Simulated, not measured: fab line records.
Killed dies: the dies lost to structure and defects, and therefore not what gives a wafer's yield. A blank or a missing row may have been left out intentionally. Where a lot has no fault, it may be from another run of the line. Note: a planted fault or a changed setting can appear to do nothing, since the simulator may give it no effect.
A lot that was struck, set against a sound lot || flow nand harc || 14 out of 1302 route steps
Sound: the wafers L609.3, L609.4, L609.6. Struck: wafer L619.5 (left out: L619.1, L619.6 of the same lot, which were not struck); the cause appears at the end.
At each step with rows: each side's tool, then ch and its chambers, then its first start. Under that, the readings that differ: sound wafers || struck wafers || difference of the means || sigmas: that difference in standard deviations of wafers without a fault.
alike: readings with means less than 2 such deviations apart, plus words and numbers identical on both sides. not compared: withheld readings, readings lacking a value on some wafer, bounds such as >300 that could conceal the same value, and numbers that have no deviation in the record and whose values overlap.
The two part at a step that has a row with sigmas, a row that says differs or no value, or rows on one side only. Numbers that have no deviation but don't overlap get no sigmas and don't part them. Lack of a reading on every wafer of one side parts them only where that side has two or more wafers.

first, 3 steps without rows for these wafers: NHARC_A_CHANNEL_HOLE_D1_STRIP_41 (strips in N2/H2); NHARC_A_CHANNEL_HOLE_D1_STRIP_42 (strips in CF4/CHF3); NHARC_A_CHANNEL_HOLE_D1_STRIP_43 (strips in O2/COS).
NHARC_A_CHANNEL_HOLE_D1_ETCH_44: etches the open film in CF4/O2, target depth 140 nm, overetch 14 nm, time 77 s.
  sound on rie diel-02 ch 2,3, day 8 21:36; struck on rie diel-02 ch 3, day 12 17:59
{"reading": "oes product au (a.u.)", "sound": "0.998 1.009 0.993", "struck": 0.976, "difference": -0.024, "sigmas": -2}
  alike: drypump motor current A, rf vpp V, showerhead plenum p Torr, throttle valve pct
  not compared: rf hours counter h
NHARC_A_CHANNEL_HOLE_D1_STRIP_27: strips in O2.
  sound on rie diel-02 ch 0,1,3; struck on rie diel-02 ch 0
  alike: drypump motor current A, oes product au, rf vpp V, showerhead plenum p Torr, throttle valve pct
  not compared: rf hours counter h
then, 2 steps without rows for these wafers: NHARC_A_CHANNEL_HOLE_D1_PRECLEAN_28 (cleans in SC1); NHARC_A_CHANNEL_HOLE_D1_SRD_29.
NHARC_A_CHANNEL_HOLE_D1_CD_MEAS_30:
  sound on cd sem-02 at day 8 22:24; struck on cd sem-03 at day 12 18:46
  alike: cd nm
NHARC_A_CHANNEL_HOLE_D1_XSEM_31:
  sound on xsem-01 ch 0, day 8 22:29; struck on xsem-01 ch 0, day 12 18:52
  alike: bot cd nm, bow nm, tilt deg
NHARC_A_CHANNEL_HOLE_D1_INSPECT_40:
  sound on defect inspect-01 at day 8 22:35; struck on defect inspect-02 at day 12 18:58
  alike: raw defect count
then, 2 steps without rows for these wafers: NHARC_A_CHANNEL_FILL_D1_PRECLEAN_00 (cleans in SC1); NHARC_A_CHANNEL_FILL_D1_SRD_01.
NHARC_A_CHANNEL_FILL_D1_ALD_02: deposits SiO2, target thk 6 nm, pulse time 10 s, ald cycles 60.
  sound on ald hk-03 ch 0,1,3, day 8 23:46; struck on ald hk-01 ch 0, day 12 19:22
{"reading": "ald cycles", "sound": "60 60 60", "struck": 71, "difference": "+11", "sigmas": ""}
  alike: heater power w, precursor pulse height rel
NHARC_A_CHANNEL_FILL_D1_ALD_03: deposits SiNx, target thk 6 nm, pulse time 60 s, ald cycles 58.
  sound on ald sin batch-02 ch 0; struck on ald sin batch-03 ch 0
{"reading": "chamber pressure Torr (Torr)", "sound": "1.990 1.997 1.987", "struck": 2.002, "difference": "+0.011", "sigmas": "+2"}
  alike: precursor pulse height rel
  not compared: ald cycles

== WHERE THEY PART ==
Earliest at NHARC_A_CHANNEL_HOLE_D1_ETCH_44; latest, in this record, at NHARC_A_CHANNEL_FILL_D1_ALD_03.

WHY: what had been put in by the simulator
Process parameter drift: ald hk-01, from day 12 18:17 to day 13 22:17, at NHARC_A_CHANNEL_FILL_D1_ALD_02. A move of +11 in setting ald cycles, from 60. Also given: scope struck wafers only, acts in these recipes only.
